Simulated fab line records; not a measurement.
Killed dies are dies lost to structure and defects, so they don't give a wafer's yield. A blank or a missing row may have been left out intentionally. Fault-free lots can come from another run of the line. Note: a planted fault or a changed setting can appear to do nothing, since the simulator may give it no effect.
Which tool did it? -- flow n5_finfet -- 31 wafers from 11 lots sampled at 4 of the route's 1938 steps

## WHAT EACH GAUGE READ, for each wafer
N5_BEOL_M4_RC_MEAS_101. Usual: DIBL_N 35.8 mV/V, standard deviation 2.2; DIBL_P 35.3 mV/V, standard deviation 2.7; IOFF_N 0.16 nA/um, standard deviation 0.043; IOFF_P 0.21 nA/um, standard deviation 0.043; ION_N 676 uA/um, standard deviation 15; ION_P 463 uA/um, standard deviation 9.1; SS_N 71.4 mV/dec, standard deviation 0.77; SS_P 73.0 mV/dec, standard deviation 0.79; VT_N 250 mV, standard deviation 4; VT_P -249.8 mV, standard deviation 2.8.
lot,measured,on,DIBL_N (mV/V),DIBL_P (mV/V),IOFF_N (nA/um),IOFF_P (nA/um),ION_N (uA/um),ION_P (uA/um),SS_N (mV/dec),SS_P (mV/dec),VT_N (mV),VT_P (mV),flag
L872,day 8 08:11,prober-02,37.7 40.3 35.7,39.0 41.7 37.3,0.19 0.25 0.17,0.24 0.30 0.22,689 708 694,474 481 478,70.9 71.5 70.7,72.4 73.9 72.3,242 240 244,-246.0 -244.5 -247.6,
L873,day 8 17:34,prober-01,33.6 35.9 35.9,32.6 34.8 34.9,0.11 0.14 0.14,0.16 0.20 0.20,674 674 691,460 461 472,70.4 71.5 71.7,72.6 72.8 73.2,254 252 251,-251.9 -248.7 -249.1,
L874,day 9 01:29,prober-02,29.6 38.5 38.8,29.3 39.2 39.7,0.08 0.23 0.24,0.13 0.27 0.27,641 693 691,453 474 465,70.4 71.8 72.6,72.0 74.0 74.1,259 244 245,-254.3 -245.1 -245.0,
L875,day 9 05:35,prober-01,36.5 37.2 39.8,36.3 36.8 37.5,0.16 0.18 0.22,0.23 0.22 0.24,654 691 664,450 467 453,71.3 72.1 73.1,73.1 72.9 73.7,250 247 248,-249.0 -250.4 -246.8,
L876,day 9 05:28,prober-02,35.9 38.0,35.7 37.9,0.13 0.19,0.19 0.22,645 697,447 470,71.4 71.5,73.9 74.1,255 246,-252.4 -249.1,
L877,day 10 00:14,prober-02,37.4 38.7,36.2 38.2,0.17 0.19,0.24 0.28,681 695,474 475,71.5 72.6,73.3 73.8,251 247,-248.1 -247.4,
L881,day 10 12:14,prober-02,35.8 37.3 34.9,33.7 35.3 34.2,0.16 0.17 0.14,0.19 0.20 0.19,682 685 674,468 466 469,70.4 71.9 71.3,72.5 74.0 73.3,247 248 250,-248.5 -251.6 -251.7,
L880,day 10 15:54,prober-02,37.2 38.9 35.4,35.2 36.9 33.4,0.17 0.19 0.13,0.20 0.22 0.17,675 687 670,458 469 463,71.4 71.9 71.0,72.9 73.0 72.4,249 250 255,-251.0 -249.8 -253.7,
L891,day 13 06:09,prober-01,33.9 36.2 34.3,34.6 37.2 35.1,0.12 0.16 0.13,0.18 0.22 0.19,672 685 685,462 471 471,71.1 72.0 70.7,72.8 73.3 72.5,251 247 251,-249.1 -249.4 -250.4,
L893,day 13 22:04,prober-02,33.6 34.4 37.1,33.1 32.8 36.3,0.12 0.14 0.17,0.17 0.16 0.21,673 679 673,463 453 449,70.5 71.0 72.3,72.1 72.0 73.5,251 252 250,-255.0 -253.8 -249.5,
L894,day 14 02:41,prober-01,35.3 35.0 35.3,33.6 31.5 33.0,0.14 0.12 0.14,0.21 0.16 0.18,667 660 682,466 459 466,71.1 71.0 71.3,72.9 72.0 72.1,249 254 251,-250.5 -252.2 -250.8,

N5_MIM_TOP_LITHO_OVL_MEAS_11. Usual: MIM_TOP_OVL gives -3 nm (standard deviation 5.3).
lot,measured,on,MIM_TOP_OVL (nm),flag
L872,day 12 09:09,overlay-02,6 3 -4,
L873,day 12 22:35,overlay-02,-3 -6 -2,
L874,day 12 21:55,overlay-01,-1 -4 3,
L875,day 13 02:41,overlay-02,1 -1 10,
L876,day 13 02:25,overlay-02,-5 5,
L877,day 14 03:05,overlay-02,-7 -15,
L881,day 14 18:59,overlay-02,-8 -8 -8,
L880,day 14 20:06,overlay-02,-10 -8 -3,
L891,day 17 15:14,overlay-02,-8 -7 -12,
L893,day 18 11:44,overlay-02,-1 -7 1,
L894,day 19 00:52,overlay-02,-3 -8 -7,

## WHICH TOOL RAN EACH LOT (tool, then ch and the chambers of the sampled wafers, then the start)
lot,N5_BEOL_M2_EXPOSE_08,N5_MIM_BOT_DEGAS_01
L872,"euv_scanner-01 ch 0, day 6 14:45","pvd_sputter-02, day 12 07:30"
L873,"euv_scanner-01 ch 0, day 6 18:49","pvd_sputter-02, day 12 20:39"
L874,"euv_scanner-01 ch 0, day 6 22:14","pvd_sputter-01, day 12 19:58"
L875,"euv_scanner-02 ch 0, day 7 13:02","pvd_sputter-01, day 13 01:38"
L876,"euv_scanner-02 ch 0, day 7 16:20","pvd_sputter-03, day 13 01:09"
L877,"euv_scanner-02 ch 0, day 8 04:30","pvd_sputter-02, day 14 01:59"
L881,"euv_scanner-01 ch 0, day 8 20:01","pvd_sputter-03, day 14 16:00"
L880,"euv_scanner-02 ch 0, day 9 02:40","pvd_sputter-01, day 14 18:35"
L891,"euv_scanner-02 ch 0, day 11 15:29","pvd_sputter-01, day 17 12:30"
L893,"euv_scanner-02 ch 0, day 12 07:55","pvd_sputter-01, day 18 10:15"
L894,"euv_scanner-01 ch 0, day 12 08:17","pvd_sputter-02, day 18 23:00"
- N5_BEOL_M2_EXPOSE_08: exposes mask M2.
- N5_MIM_BOT_DEGAS_01: time 60 s.

## WHAT THE TOOLS THEMSELVES READ (means of the sampled wafers that have a number; where no wafer has one, the mark that the record gives instead)
N5_BEOL_M2_EXPOSE_08. Usual: 22.99 C for reticle_temp_C, sd 0.11.
lot,tool,reticle_temp_C (C),flag
L872,euv_scanner-01,23.00,
L873,euv_scanner-01,23.11,
L874,euv_scanner-01,23.02,
L875,euv_scanner-02,23.10,
L876,euv_scanner-02,22.86,
L877,euv_scanner-02,23.05,
L881,euv_scanner-01,22.91,
L880,euv_scanner-02,23.03,
L891,euv_scanner-02,22.95,
L893,euv_scanner-02,23.06,
L894,euv_scanner-01,22.93,

N5_MIM_BOT_DEGAS_01. Usual: 468 W for heater_power_w, sd 45.
lot,tool,heater_power_w (W),flag
L872,pvd_sputter-02,486,
L873,pvd_sputter-02,462,
L874,pvd_sputter-01,449,
L875,pvd_sputter-01,436,
L876,pvd_sputter-03,422,
L877,pvd_sputter-02,471,
L881,pvd_sputter-03,453,
L880,pvd_sputter-01,460,
L891,pvd_sputter-01,459,
L893,pvd_sputter-01,448,
L894,pvd_sputter-02,522,

## THE ANSWER, worked out from the rows above alone
Rule: a lot is off if the mean of its wafers that have a number lies more than 3 standard deviations from the usual mean. Also off: a lot with no number at a reading for which 4 or more lots have one. All remaining lots with rows at the step are treated as sound. First the gauges in route order, then the tools' own readings, where a lot's mean is used as printed above. At the first step where some lot is off, the reading lying furthest off is the one used; lots without a number count as furthest.
Nothing can be told from this: no lot is off at any reading shown.

## WHAT THE SIMULATOR HAD PUT IN
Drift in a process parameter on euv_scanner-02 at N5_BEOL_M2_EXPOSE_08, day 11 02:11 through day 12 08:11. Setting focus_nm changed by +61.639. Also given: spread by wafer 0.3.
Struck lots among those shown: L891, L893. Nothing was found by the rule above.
